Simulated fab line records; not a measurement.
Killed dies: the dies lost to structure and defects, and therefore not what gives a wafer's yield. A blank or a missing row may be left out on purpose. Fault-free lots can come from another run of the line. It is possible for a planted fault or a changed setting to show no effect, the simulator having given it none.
fab line records	flow n5Finfet
[record] lots = 7	wafers = 21
route steps=1938 shown BEOL_M5@1172 BEOL_M6@1212 BEOL_M7@1305 BEOL_M9@1407 BEOL_M10@1500
startH: start of the lot's first displayed wafer, in hours after the record's first day	waitH: hours since the lot's step before	" as in the row above	L1.1+2: a row that stands for several wafers	- either no value or no given start	* or withheld: withheld	< > ~ a bound
route shown NAME@n: a module of which the file shows steps, and the number in the route of the first	usual: mean and standard deviation over wafers with no fault	same: alike in all rows	chamber/n: place in a boat	sites: the reading at each site	_std_site: their standard deviation	_edge_site: the outer-site mean with the inner-site mean subtracted	radiusMm: for every site, how far away it sits from the centre of the wafer	mask NAME#n: copy n	behind: the last tool/chamber to shape the wafer	hold: what put the lot on hold/how long, in hours/how the hold closed	device: the n, p or np transistor that did not switch	end of line: the route-end tests of the same wafers	where a step has no rows: the recipe by itself	killed: at the first sort, the dies lost to defects and structure; wafer yield is something else	map: the dies of a wafer, with x for killed, . for not killed, _ for no die there
set.NAME: the setting the step ran with; set.NAME@STEP: the setting that earlier step ran with	model.NAME: the simulator's own value behind a step, which no gauge read
lots where settings were altered on purpose, with a table for each step and a row for each wafer
[[steps]]
[step N5_BEOL_M5_ALD_86]
[recipe] material = TaN	targetThkA = *	tempC = 275	aldPrecursorFamily = PDMAT	aldCoReactant = NH3	pressureTorr = 3	carrierFlowSccm = 1500	pulseTimeS = 2	purgeTimeS = 3	coReactantPurgeTimeS = 2	coReactantPulseTimeS = 3	aldCycles = 30	precursorVesselTempC = 75	precursorVesselPressureTorr = 26.25	precursorVesselCarrierSccm = 1000
lot.wafer	tool	chamber	startH	waitH	set.coReactantPulseTimeS
L074.3	aldMetal-04	1	207.08	0.2	3
L074.4+6	"	3,2	"	"	3.409
L078.1+2	aldMetal-04	1,0	250.99	0.1	3
L078.4	"	2	"	"	3.433
L083.4+5	aldMetal-01	0,1	253.98	0.1	3
L083.6	"	2	"	"	3.329
L087.2+3+6	aldMetal-04	2,1,3	283.75	0.0	3
L089.2+3	aldMetal-01	0,3	285.49	0.1	3
L089.4	"	2	"	"	3.533
L091.2+3+4	aldMetal-01	2,0,1	305.00	0.0	3
L096.1+4+6	aldMetal-01	0,1,2	330.37	0.1	3
[step N5_BEOL_M5_SURFACE_TREAT_87]
[recipe] gas = Ar	timeS = *	ionEnergyEv = *	ionCurrentMaCm2 = 0.5	pressureMtorr = *	arFlowSccm = 30
[step N5_BEOL_M5_CVD_47]
[recipe] material = Co	targetThkA = 30	tempC = withheld	precursor = CCTBA/H2	pressureTorr = 30	timeS = 216
[step N5_BEOL_M5_ECD_50]
[recipe] material = Cu	targetThkA = 3000
[step N5_BEOL_M5_ANNEAL_51]
[recipe] tempC = 225	timeS = 90	ambient = N2
[step N5_BEOL_M5_CMP_52]
[recipe] stopOn = SiCOH_lowk	tOverpolishS = 6.9	downForcePsi = 1	platenRpm = 50	clearingPlatenDownForcePsi = 1.5	clearingPlatenRpm = 50	postCmpClean = cuAlkaline	targetThkNm = 62	clearingPlatenPadVelocityMS = 0.99484	padVelocityMS = 0.99484
lot.wafer	tool	chamber	startH	waitH	set.timeS@BEOL_M5_TRENCH_ETCH_37	model.Cu_of_BEOL_M5_ECD_50.thkNm
L074.4	cmp-04	1	212.72	0.2	24.7	58
L074.3	"	3	"	"	24.7	58.8
L074.6	"	1	"	"	24.7	58.4
L078.1	cmp-02	3	257.48	0.3	26.39	65.6
L078.2	"	0	"	"	24.7	59.6
L078.4	"	2	"	"	24.7	58.6
L083.4	cmp-02	3	261.41	0.2	24.7	61.2
L083.5	"	0	"	"	21.2	48.6
L083.6	"	1	"	"	21.2	51
L087.2	cmp-02	0	289.17	0.2	24.7	57.8
L087.3	"	3	"	"	24.7	58.2
L087.6	"	0	"	"	24.7	60.6
L089.4	cmp-02	1	290.96	0.1	29.18	72
L089.3	"	3	"	"	29.18	71.8
L089.2	"	0	"	"	24.7	60.6
L091.3	cmp-02	2	310.48	0.2	24.7	60.4
L091.2	"	3	"	"	24.7	60.2
L091.4	"	1	"	"	24.7	60
L096.4	cmp-03	2	336.10	0.1	24.7	63.2
L096.1	"	1	"	"	20.05	43.4
L096.6	"	2	"	"	20.05	47.8
[step N5_BEOL_M5_THK_MEAS_53]
[recipe] thkMeasGauge = xrf	reads = Cu_of_BEOL_M5_ECD_50
[usual] M5_THK = 60.4/1.8
lot.wafer	tool	chamber	startH	waitH	set.timeS@BEOL_M5_TRENCH_ETCH_37	M5_THK[nm]
L074.3	filmMetro-02	-	212.98	-	24.7	58.5
L074.4	"	-	"	"	24.7	57.4
L074.6	"	-	"	"	24.7	57.7
L078.1	filmMetro-01	-	257.77	-	26.39	64.5
L078.2	"	-	"	"	24.7	58.1
L078.4	"	-	"	"	24.7	57.3
L083.4	filmMetro-02	-	261.59	-	24.7	60.4
L083.5	"	-	"	"	21.2	47.7
L083.6	"	-	"	"	21.2	50.2
L087.2	filmMetro-02	-	289.47	-	24.7	57.2
L087.3	"	-	"	"	24.7	58.1
L087.6	"	-	"	"	24.7	60.1
L089.2	filmMetro-02	-	291.26	-	24.7	60.6
L089.3	"	-	"	"	29.18	71.8
L089.4	"	-	"	"	29.18	72.1
L091.2	filmMetro-02	-	310.77	-	24.7	60.7
L091.3	"	-	"	"	24.7	60.5
L091.4	"	-	"	"	24.7	60.1
L096.1	filmMetro-02	-	336.40	-	20.05	43.1
L096.4	"	-	"	"	24.7	63.0
L096.6	"	-	"	"	20.05	47.6
[step N5_BEOL_M5_PRE_CLEAN_77]
[recipe] gas = NH3/H2	timeS = 15	tempC = *	rfPowerW = 300
[step N5_BEOL_M5_CO_CAP_78]
[recipe] material = Co	targetThkA = 20	tempC = 200	precursor = CCTBA/H2	pressureTorr = 30	timeS = 102.1
[step N5_BEOL_M5_PRE_CLEAN_55]
[recipe] gas = NH3	timeS = 15	tempC = withheld	rfPowerW = 300
[step N5_BEOL_M5_DEP_56]
[recipe] material = SiCN	targetThkA = 80	tempC = withheld	precursor = 3MS/NH3	pressureTorr = 3	rfW = 202	timeS = 14
[step N5_BEOL_M5_RS_MEAS_57]
[recipe] thkMeasGauge = four-point-probe	reads = Co_of_BEOL_M5_CO_CAP_78+Cu_of_BEOL_M5_ECD_50+Co_of_BEOL_M5_CVD_47+TaN_of_BEOL_M5_ALD_86
[usual] M5_RS = 0.395/0.013
lot.wafer	tool	chamber	startH	waitH	set.timeS@BEOL_M5_TRENCH_ETCH_37	M5_RS[ohm/sq]
L074.3	filmMetro-01	-	213.24	0.1	24.7	0.412
L074.4	"	-	"	"	24.7	0.419
L074.6	"	-	"	"	24.7	0.414
L078.1	filmMetro-01	-	258.03	0.0	26.39	0.362
L078.2	"	-	"	"	24.7	0.406
L078.4	"	-	"	"	24.7	0.414
L083.4	filmMetro-02	-	261.85	0.0	24.7	0.393
L083.5	"	-	"	"	21.2	0.522
L083.6	"	-	"	"	21.2	0.492
L087.2	filmMetro-01	-	289.73	0.1	24.7	0.421
L087.3	"	-	"	"	24.7	0.416
L087.6	"	-	"	"	24.7	0.396
L089.2	filmMetro-01	-	291.52	0.1	24.7	0.396
L089.3	"	-	"	"	29.18	0.323
L089.4	"	-	"	"	29.18	0.322
L091.2	filmMetro-01	-	311.03	0.1	24.7	0.400
L091.3	"	-	"	"	24.7	0.398
L091.4	"	-	"	"	24.7	0.402
L096.1	filmMetro-02	-	336.66	0.0	20.05	0.599
L096.4	"	-	"	"	24.7	0.376
L096.6	"	-	"	"	20.05	0.532
[step N5_BEOL_M6_ETCH_62]
[recipe] chemistry = N2/H2	target = SOC	targetDepthA = 1100	overetchA = 220	maskMaterial = SiARC	tempC = 40	timeS = 165	ionEnergyEv = 200	pressureMtorr = 30	sourceW = 840	biasW = 150	n2FlowSccm = 200	h2FlowSccm = 200
lot.wafer	tool	chamber	startH	waitH	set.timeS	model.SiARC_of_BEOL_M6_COAT_60.thkNm
L074.3	rieDiel-06	2	217.38	0.0	128.9	29.6
L074.4	"	0	"	"	128.9	29.8
L074.6	"	2	"	"	165	27.8
L078.1	rieDiel-03	3	260.19	0.0	165	28.6
L078.2+4	"	2,0	"	"	165	28.2
L083.4	rieDiel-03	1	265.17	0.0	155	28.2
L083.5	"	0	"	"	165	28
L083.6	"	3	"	"	155	28.8
L087.2	rieDiel-06	0	292.75	0.0	165	28.2
L087.3+6	"	2	"	"	165	27.8
L089.2	rieDiel-03	3	293.66	0.0	165	28.6
L089.3+4	"	0,1	"	"	165	28.4
L091.2+3	rieDiel-06	1,2	313.20	0.0	165	28
L091.4	"	0	"	"	165	28.2
L096.1	rieDiel-06	3	340.02	0.0	151.9	28.8
L096.4	"	1	"	"	165	27.8
L096.6	"	1	"	"	165	28
[step N5_BEOL_M6_DEP_56]
[recipe] material = SiCN	targetThkA = 100	tempC = withheld	precursor = 3MS/NH3	pressureTorr = 3	rfW = 202	timeS = 17.5
lot.wafer	tool	chamber	startH	waitH	set.timeS	model.SiCN_of_BEOL_M6_DEP_56.thkNm
L074.3+6	pecvd-04	0,2	224.71	0.0	17.5	10
L074.4	"	0	"	"	17.5	10.2
L078.1	pecvd-02	0	269.00	0.0	18.6	10.4
L078.2	"	2	"	"	17.5	9.8
L078.4	"	1	"	"	17.5	10.4
L083.4	pecvd-02	1	271.26	0.0	17.5	10.6
L083.5	"	0	"	"	18.43	10.6
L083.6	"	2	"	"	18.43	10.8
L087.2	pecvd-03	0	301.75	0.0	17.5	10
L087.3	"	1	"	"	17.5	9.8
L087.6	"	0	"	"	17.5	10.2
L089.2	pecvd-02	1	301.87	0.0	17.5	10.2
L089.3	"	2	"	"	17.5	9.6
L089.4	"	2	"	"	19.09	10.8
L091.2	pecvd-03	2	318.36	0.0	17.5	10
L091.3+4	"	0,1	"	"	19.85	11.4
L096.1	pecvd-03	1	345.58	0.0	17.5	9.8
L096.4	"	2	"	"	16.14	9.2
L096.6	"	1	"	"	17.5	10
[step N5_BEOL_M7_VIA_ETCH_34]
[recipe] chemistry = C4F6/O2	target = SiCOH_lowk	targetDepthA = 1255	maskMaterial = SOC	taperDeg = 4	timeS = 50.5	ionEnergyEv = 250	pressureMtorr = 30	sourceW = 345	biasW = 185	Ar_flow_sccm = 300	C4F6_flow_sccm = 10	O2_flow_sccm = 10
[usual] rfVppV = 671/7.5
lot.wafer	tool	chamber	startH	waitH	set.biasW	rfVppV
L074.3	rieDiel-04	2	229.40	0.0	171.1	620
L074.4	"	1	"	"	185	674
L074.6	"	1	"	"	171.1	633
L078.1	rieDiel-04	0	274.48	0.0	185	678
L078.2	"	2	"	"	165.9	606
L078.4	"	1	"	"	165.9	617
L083.4	rieDiel-04	1	278.30	0.0	166.7	619
L083.5	"	3	"	"	166.7	620
L083.6	"	0	"	"	185	677
L089.2	rieDiel-04	1	308.29	0.0	185	674
L089.3	"	2	"	"	185	661
L089.4	"	0	"	"	167.7	624
L087.2	rieDiel-05	2	308.75	0.0	185	652
L087.3	"	0	"	"	185	673
L087.6	"	0	"	"	185	674
L091.2	rieDiel-02	1	322.62	0.0	185	666
L091.3	"	0	"	"	201	717
L091.4	"	3	"	"	201	713
L096.1	rieDiel-05	3	350.78	0.0	213.7	766
L096.4	"	0	"	"	213.7	755
L096.6	"	3	"	"	185	684
[step N5_BEOL_M7_ETCH_41]
[recipe] chemistry = CH3F/O2	target = SiCN	targetDepthA = 319	taperDeg = 2	timeS = 57.8	ionEnergyEv = 120	maskMaterial = TiN	pressureMtorr = 30	sourceW = 395	biasW = 75	Ar_flow_sccm = 150	CH3F_flow_sccm = 30	O2_flow_sccm = 20
[usual] rfVppV = 297.4/1.6
lot.wafer	tool	chamber	startH	waitH	set.sourceW	rfVppV
L074.3	rieDiel-04	2	-	-	460.2	281.0
L074.4	"	1	"	"	395	298.7
L074.6	"	1	"	"	395	299.8
L078.1	rieDiel-04	0	-	-	395	297.3
L078.2	"	2	"	"	395	296.1
L078.4	"	1	"	"	395	298.0
L083.4	rieDiel-04	1	-	-	395	299.6
L083.5	"	3	"	"	395	296.0
L083.6	"	0	"	"	395	296.5
L089.2	rieDiel-04	1	-	-	432	288.7
L089.3	"	2	"	"	432	288.2
L089.4	"	0	"	"	395	298.2
L087.2	rieDiel-05	2	-	-	395	296.8
L087.3	"	0	"	"	395	297.6
L087.6	"	0	"	"	395	296.7
L091.2	rieDiel-02	1	-	-	452.3	284.4
L091.3	"	0	"	"	395	293.8
L091.4	"	3	"	"	395	296.5
L096.1	rieDiel-05	3	-	-	395	298.5
L096.4	"	0	"	"	357.6	306.0
L096.6	"	3	"	"	357.6	309.5
[step N5_BEOL_M9_COAT_60]
[recipe] resist = SiARC	tempC = 220	timeS = 60	spinRpm = 1500	resistThkNm = 30
lot.wafer	tool	chamber	startH	waitH	set.spinRpm	model.SiARC_of_BEOL_M9_COAT_60.thkNm
L074.3+4	lithoTrack-01	0	-	-	1574	29.4
L074.6	"	0	"	"	1500	30
L078.1	lithoTrack-01	0	-	-	1593	29.2
L078.2	"	0	"	"	1593	29
L078.4	"	0	"	"	1500	30
L083.4	lithoTrack-02	0	-	-	1500	30
L083.5	"	0	"	"	1393	31
L083.6	"	0	"	"	1393	31.2
L089.2	lithoTrack-01	0	-	-	1612	29
L089.3+4	"	0	"	"	1500	30.2
L087.2+6	lithoTrack-01	0	-	-	1500	30.2
L087.3	"	0	"	"	1500	30
L091.2	lithoTrack-04	0	-	-	1500	30
L091.3	"	0	"	"	1625	29
L091.4	"	0	"	"	1500	30.2
L096.1+6	lithoTrack-04	0	-	-	1395	31
L096.4	"	0	"	"	1500	29.8
[step N5_BEOL_M9_COAT_05]
[recipe] resist = CAR-ArF	spinRpm = 1500	resistThkNm = 90
[step N5_BEOL_M9_EBR_07]
[recipe] solvent = PGMEA	ebrWidthMm = 1.5
[step N5_BEOL_M9_DESCUM_16]
[recipe] chemistry = O2	timeS = 7.9	sourcePowerW = 50	biasPowerW = 20	pressureMtorr = 20	rfFrequencyHz = 2.712e+07	tempC = 40	resist = CAR-ArF	o2FlowSccm = 225
[step N5_BEOL_M9_ETCH_61]
[recipe] chemistry = CF4	target = SiARC	targetDepthA = 390	maskMaterial = CAR-ArF	timeS = 65	ionEnergyEv = 80	pressureMtorr = 40	sourceW = 545	biasW = 36	Ar_flow_sccm = 100	cf4FlowSccm = 100	ends = cleared
lot.wafer	tool	chamber	startH	waitH	set.spinRpm@BEOL_M9_COAT_60	model.etch.depthNm	model.CAR-ArF_of_BEOL_M9_COAT_05.thkNm
L074.3	rieDiel-05	3	245.61	0.0	1574	29.37	55.8
L074.4	"	0	"	"	1574	29.3	56.2
L074.6	"	0	"	"	1500	30.08	55.8
L078.1	rieDiel-05	3	289.75	0.0	1593	29.15	56.4
L078.2	"	2	"	"	1593	29.07	56.2
L078.4	"	0	"	"	1500	30	55.6
L083.4	rieDiel-02	0	293.02	0.0	1500	30.1	55.2
L083.5	"	0	"	"	1393	31.09	54.2
L083.6	"	1	"	"	1393	31.14	54.2
L089.2	rieDiel-05	3	321.21	0.0	1612	28.96	56.6
L089.3	"	0	"	"	1500	30.11	55.4
L089.4	"	1	"	"	1500	30.15	55.6
L087.2	rieDiel-02	3	323.24	0.0	1500	30.11	55.6
L087.3	"	0	"	"	1500	30.04	55.8
L087.6	"	0	"	"	1500	30.1	56
L091.2	rieDiel-02	1	336.91	0.0	1500	30.07	55.4
L091.3	"	2	"	"	1625	28.92	56.2
L091.4	"	0	"	"	1500	30.1	55.4
L096.1	rieDiel-02	2	370.75	0.0	1395	31.07	54
L096.4	"	1	"	"	1500	29.83	55.4
L096.6	"	3	"	"	1395	31.1	54
[step N5_BEOL_M9_ETCH_62]
[recipe] chemistry = N2/H2	target = SOC	targetDepthA = 1100	overetchA = 220	maskMaterial = SiARC	tempC = 40	timeS = 165	ionEnergyEv = 200	pressureMtorr = 30	sourceW = 840	biasW = 150	n2FlowSccm = 200	h2FlowSccm = 200
lot.wafer	tool	chamber	startH	waitH	set.timeS	set.spinRpm@BEOL_M9_COAT_60	model.SiARC_of_BEOL_M9_COAT_60.thkNm
L074.3+4	rieDiel-05	3,0	245.66	0.0	165	1574	23
L074.6	"	0	"	"	165	1500	23.8
L078.1+2	rieDiel-05	3,2	289.80	0.0	165	1593	22.6
L078.4	"	0	"	"	165	1500	23.6
L083.4	rieDiel-02	0	293.07	0.0	165	1500	23.8
L083.5+6	"	0,1	"	"	165	1393	24.8
L089.2	rieDiel-05	3	321.26	0.0	165	1612	22.4
L089.3+4	"	0,1	"	"	165	1500	23.6
L087.2	rieDiel-02	3	323.29	0.0	165	1500	23.4
L087.3+6	"	0	"	"	165	1500	23.8
L091.2+4	rieDiel-02	1,0	336.96	0.0	165	1500	23.8
L091.3	"	2	"	"	155.3	1625	22.8
L096.1	rieDiel-02	2	370.80	0.0	201.7	1395	23
L096.4	"	1	"	"	165	1500	23.6
L096.6	"	3	"	"	165	1395	24.6
[step N5_BEOL_M9_ETCH_66]
[recipe] chemistry = N2/H2	target = SOC	targetDepthA = 800	overetchA = 160	maskMaterial = SiARC	tempC = 40	timeS = 120	ionEnergyEv = 200	pressureMtorr = 30	sourceW = 840	biasW = 150	n2FlowSccm = 200	h2FlowSccm = 200
lot.wafer	tool	chamber	startH	waitH	set.timeS	model.SiARC_of_BEOL_M9_COAT_64.thkNm
L074.3	rieDiel-04	3	246.89	0.0	140.4	5.4
L074.4	"	1	"	"	140.4	5.6
L074.6	"	3	"	"	120	6.2
L078.1	rieDiel-02	0	291.49	0.0	138.9	5.6
L078.2	"	2	"	"	138.9	5.4
L078.4	"	3	"	"	120	6.2
L083.4	rieDiel-04	2	298.68	0.0	120	6.4
L083.5+6	"	0,1	"	"	120	6.6
L089.2+4	rieDiel-04	1	322.30	0.0	112.2	6.8
L089.3	"	2	"	"	120	6.4
L087.2+3+6	rieDiel-05	0,1,3	325.44	0.0	120	6.4
L091.2	rieDiel-04	3	338.75	0.0	120	6.2
L091.3	"	0	"	"	120	6.8
L091.4	"	2	"	"	120	6.4
L096.1+6	rieDiel-02	1	372.64	0.0	106	7
L096.4	"	0	"	"	120	6.4
[step N5_BEOL_M10_PEB_26]
[recipe] pebTempC = withheld	pebTimeS = 60	resist = CAR-ArF
lot.wafer	tool	chamber	startH	waitH	set.pebTimeS
L074.3	lithoTrack-03	0	257.79	0.0	60
L074.4+6	"	0	"	"	52.72
L078.1	lithoTrack-01	0	298.65	0.1	60
L078.2+4	"	0	"	"	54.27
L083.4+5+6	lithoTrack-03	0	309.34	0.0	60
L089.2+3+4	lithoTrack-03	0	330.51	0.1	60
L087.2+3+6	lithoTrack-03	0	332.25	0.1	60
L091.2+3	lithoTrack-05	0	346.83	0.1	54.51
L091.4	"	0	"	"	60
L096.1	lithoTrack-05	0	381.35	0.1	60
L096.4+6	"	0	"	"	72.37
[step N5_BEOL_M10_DEVELOP_27]
[recipe] developTimeS = 30	developer = TMAH	resist = CAR-ArF	rinseLiquid = diw	dry = airSpin	devTempC = 23
[step N5_BEOL_M10_CD_MEAS_28]
[recipe] targetCdNm = 70	landingEnergyEv = 500	detector = seInlens	polarity = opening
[usual] cdNm = 69.9/1
lot.wafer	tool	chamber	startH	waitH	set.pebTimeS@BEOL_M10_PEB_26	cdNm
L074.3	cdSem-01	0	257.86	-	60	68.2
L074.4	"	0	"	"	52.72	63.6
L074.6	"	0	"	"	52.72	62.1
L078.1	cdSem-02	0	298.72	-	60	71.0
L078.2	"	0	"	"	54.27	64.5
L078.4	"	0	"	"	54.27	64.7
L083.4	cdSem-01	0	309.41	-	60	69.7
L083.5	"	0	"	"	60	68.8
L083.6	"	0	"	"	60	67.9
L089.2	cdSem-01	0	330.57	-	60	70.3
L089.3	"	0	"	"	60	71.1
L089.4	"	0	"	"	60	70.2
L087.2	cdSem-01	0	332.32	-	60	68.7
L087.3	"	0	"	"	60	69.4
L087.6	"	0	"	"	60	68.7
L091.2	cdSem-03	0	346.89	-	54.51	66.9
L091.3	"	0	"	"	54.51	67.0
L091.4	"	0	"	"	60	69.3
L096.1	cdSem-01	0	381.42	-	60	70.3
L096.4	"	0	"	"	72.37	76.8
L096.6	"	0	"	"	72.37	78.3
[[key]]
[split] step = N5_BEOL_M5_ALD_86	setting = coReactantPulseTimeS	stated = 3	by = wafer
response none clear
[split] step = N5_BEOL_M6_ETCH_62	setting = timeS	stated = 165	by = wafer
[response] step = N5_BEOL_M6_ETCH_62	reading = model.SiARC_of_BEOL_M6_COAT_60.thkNm	change = -0.0895	per = 1%	r = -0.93
[split] step = N5_BEOL_M6_DEP_56	setting = timeS	stated = 17.5	by = wafer
[response] step = N5_BEOL_M6_DEP_56	reading = model.SiCN_of_BEOL_M6_DEP_56.thkNm	change = +0.0891	per = 1%	r = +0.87
[split] step = N5_BEOL_M7_VIA_ETCH_34	setting = biasW	stated = 185	by = wafer
[response] step = N5_BEOL_M7_VIA_ETCH_34	reading = rfVppV	change = +5.44	per = 1%	r = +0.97
[split] step = N5_BEOL_M7_ETCH_41	setting = sourceW	stated = 395	by = wafer
[response] step = N5_BEOL_M7_ETCH_41	reading = rfVppV	change = -0.966	per = 1%	r = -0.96
[split] step = N5_BEOL_M9_COAT_60	setting = spinRpm	stated = 1500	by = wafer
[response] step = N5_BEOL_M9_COAT_60	reading = model.SiARC_of_BEOL_M9_COAT_60.thkNm	change = -0.149	per = 1%	r = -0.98
[response] step = N5_BEOL_M9_ETCH_61	reading = model.etch.depthNm	change = -0.152	per = 1%	r = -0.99
[response] step = N5_BEOL_M9_ETCH_61	reading = model.CAR-ArF_of_BEOL_M9_COAT_05.thkNm	change = +0.129	per = 1%	r = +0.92
[response] step = N5_BEOL_M9_ETCH_62	reading = model.SiARC_of_BEOL_M9_COAT_60.thkNm	slope = -0.157	per = 1%	togetherWith = timeS@BEOL_M9_ETCH_62	explained = 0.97
[split] step = N5_BEOL_M9_ETCH_62	setting = timeS	stated = 165	by = wafer
[response] step = N5_BEOL_M9_ETCH_62	reading = model.SiARC_of_BEOL_M9_COAT_60.thkNm	slope = -0.0727	per = 1%	togetherWith = spinRpm@BEOL_M9_COAT_60	explained = 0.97
[split] step = N5_BEOL_M9_ETCH_66	setting = timeS	stated = 120	by = wafer
[response] step = N5_BEOL_M9_ETCH_66	reading = model.SiARC_of_BEOL_M9_COAT_64.thkNm	change = -0.0455	per = 1%	r = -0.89
[split] step = N5_BEOL_M10_PEB_26	setting = pebTimeS	stated = 60	by = wafer
[response] step = N5_BEOL_M10_CD_MEAS_28	reading = cdNm	change = +0.4	per = 1%	r = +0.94
split outsideThisFile step=N5_BEOL_M5_TRENCH_ETCH_37 setting=timeS
// split outsideThisFile: this setting was split too, and the file shows its column; the key of that split is in another file
